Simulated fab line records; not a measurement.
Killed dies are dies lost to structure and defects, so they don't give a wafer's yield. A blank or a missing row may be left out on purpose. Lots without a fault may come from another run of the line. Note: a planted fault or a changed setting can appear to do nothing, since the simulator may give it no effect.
Matching of chambers / flow nand_harc / NHARC_A_STAIRCASE_DESCUM_291 on rie_diel-08 has 4 sister chambers
The step chemistry O2, time 3 s. 4 wafers are shown with their chamber, then 7 later ones without.

## EACH WAFER AND ITS CHAMBER
wafer=L077.5; chamber=1; showerhead_plenum_p_Torr (Torr)=2.04
wafer=L079.6; chamber=3; showerhead_plenum_p_Torr (Torr)=1.95
wafer=L085.3; chamber=0; showerhead_plenum_p_Torr (Torr)=1.94
wafer=L085.4; chamber=2; showerhead_plenum_p_Torr (Torr)=1.81

## WAFERS WITHOUT THEIR CHAMBER
wafer=L085.6; showerhead_plenum_p_Torr (Torr)=1.94
wafer=L087.2; showerhead_plenum_p_Torr (Torr)=1.94
wafer=L087.3; showerhead_plenum_p_Torr (Torr)=1.81
wafer=L087.6; showerhead_plenum_p_Torr (Torr)=1.94
wafer=L096.4; showerhead_plenum_p_Torr (Torr)=1.80
wafer=L096.5; showerhead_plenum_p_Torr (Torr)=1.80
wafer=L096.6; showerhead_plenum_p_Torr (Torr)=2.02

## THE CHAMBER EACH PASSED THROUGH
wafer=L085.6; from the rows above=can't be placed: 0 or 3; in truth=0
wafer=L087.2; from the rows above=can't be placed: 0 or 3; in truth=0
wafer=L087.3; from the rows above=2; in truth=2
wafer=L087.6; from the rows above=can't be placed: 0 or 3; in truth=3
wafer=L096.4; from the rows above=2; in truth=2
wafer=L096.5; from the rows above=2; in truth=2
wafer=L096.6; from the rows above=1; in truth=1
4 of 7 placed correctly. Unplaceable from these rows: 3, with the true chamber sitting among the candidates in 3. Number placed wrongly: 0.
How it was worked out, from the rows above alone: a wafer's distance from a chamber is the root of the sum, over the readings, of the square of ((its reading less the chamber's mean) divided by the reading's scatter). The wafer belongs to the nearest chamber; if the next one is less than 2 further off, it can't be placed. The mean given for a chamber averages the wafers shown for that chamber. The scatter: root of mean squared gap, hidden wafer to nearest shown wafer, with one shown wafer a chamber.
